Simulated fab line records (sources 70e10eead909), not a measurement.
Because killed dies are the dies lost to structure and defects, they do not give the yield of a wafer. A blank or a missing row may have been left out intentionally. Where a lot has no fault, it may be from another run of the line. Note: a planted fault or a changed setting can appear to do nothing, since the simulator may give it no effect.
2 desks looking at one fault | flow nand harc | what lay behind the numbers comes last; until then each desk has only its own

FOR THE TOOL OWNER'S DESK: krf scanner-03
The tool's own readings at NHARC_P_GATE_EXPOSE_56 (exposes mask P PSD, target cd 720 nm): means of the sampled wafers that have a number, for each lot that ran on this tool. A lot is out of limits, marked OUT, if its mean lies more than 4 standard deviations from the usual mean; the brackets give that distance.
Columns: A = exposure dose mJ cm2 at NHARC_P_GATE_EXPOSE_56, usual 14.811
lot  | first seen here | A
L902 | day 6 03:21     | 14.816
L904 | day 6 06:10     | 14.826
L903 | day 6 09:11     | 14.797
L916 | day 9 19:34     | 14.807
L918 | day 10 00:56    | 8.122 (-99 or more) OUT
L920 | day 10 09:40    | 8.139 (-99 or more) OUT
Finding of this desk: L918, L920 out of limits; the first was L918 at day 10 00:56, on exposure dose mJ cm2 at NHARC_P_GATE_EXPOSE_56. L902, L904, L903, L916: within limits.

AT THE METROLOGY DESK
Means of the sampled wafers that have a number, per lot and without regard to the tool the lot ran on: this is what the gauges read. A lot is out of limits, marked OUT, if its mean lies more than 4 standard deviations from the usual mean; the brackets give that distance.
Columns: A = overlay x nm at NHARC_P_GATE_OVL_MEAS_27, usual 0.1 nm; B = overlay y nm at NHARC_P_GATE_OVL_MEAS_27, usual -0.1 nm; C = cd nm at NHARC_P_GATE_CD_MEAS_59, usual 720.6 nm
lot  | first seen here | A    | B    | C
L899 | day 4 16:04     | -1.0 | -0.2 | 718.5
L901 | day 5 12:55     | 0.3  | 1.0  | 721.9
L902 | day 5 13:21     | -0.1 | -0.8 | 721.2
L904 | day 5 16:46     | 0.3  | -0.1 | 721.1
L903 | day 5 16:53     | 1.8  | 0.6  | 720.2
L908 | day 7 00:34     | 0.2  | 0.8  | 719.9
L907 | day 7 01:13     | 0.3  | 0.1  | 720.5
L909 | day 7 11:38     | 0.0  | 0.1  | 720.6
L912 | day 8 01:34     | -0.4 | -0.3 | 719.6
L916 | day 9 03:38     | 0.3  | 0.5  | 722.0
L917 | day 9 03:52     | 1.4  | -1.2 | 721.5
L918 | day 9 11:38     | 1.2  | -0.2 | 617.4 (-94) OUT
L920 | day 9 20:00     | 1.4  | -1.3 | 617.6 (-94) OUT
L922 | day 10 05:22    | -0.8 | -0.3 | 721.3
Finding of this desk: L918, L920 out of limits; the first was L918 at day 10 01:05, on cd nm at NHARC_P_GATE_CD_MEAS_59. L899, L901, L902, L904, L903, L908, L907, L909, L912, L916, L917, L922: within limits.

ALL TOGETHER
The tool owner's desk had the chance to raise an alarm at day 10 00:56 on L918, L920.
An alarm was possible from the metrology desk at day 10 01:05, on L918, L920.
Every lot named ran NHARC_P_GATE_EXPOSE_56 on krf scanner-03.

WHAT HAD BEEN PUT IN BY THE SIMULATOR
Drift in process parameters on krf scanner-03 at NHARC_P_GATE_EXPOSE_56, starting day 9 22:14. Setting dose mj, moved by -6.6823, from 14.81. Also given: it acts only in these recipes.
Lots struck among those shown: L918, L920.
Delay (hours) between the fault's onset and each desk's first out-of-limits reading: 3 at the tool owner's desk, 3 at the metrology desk.
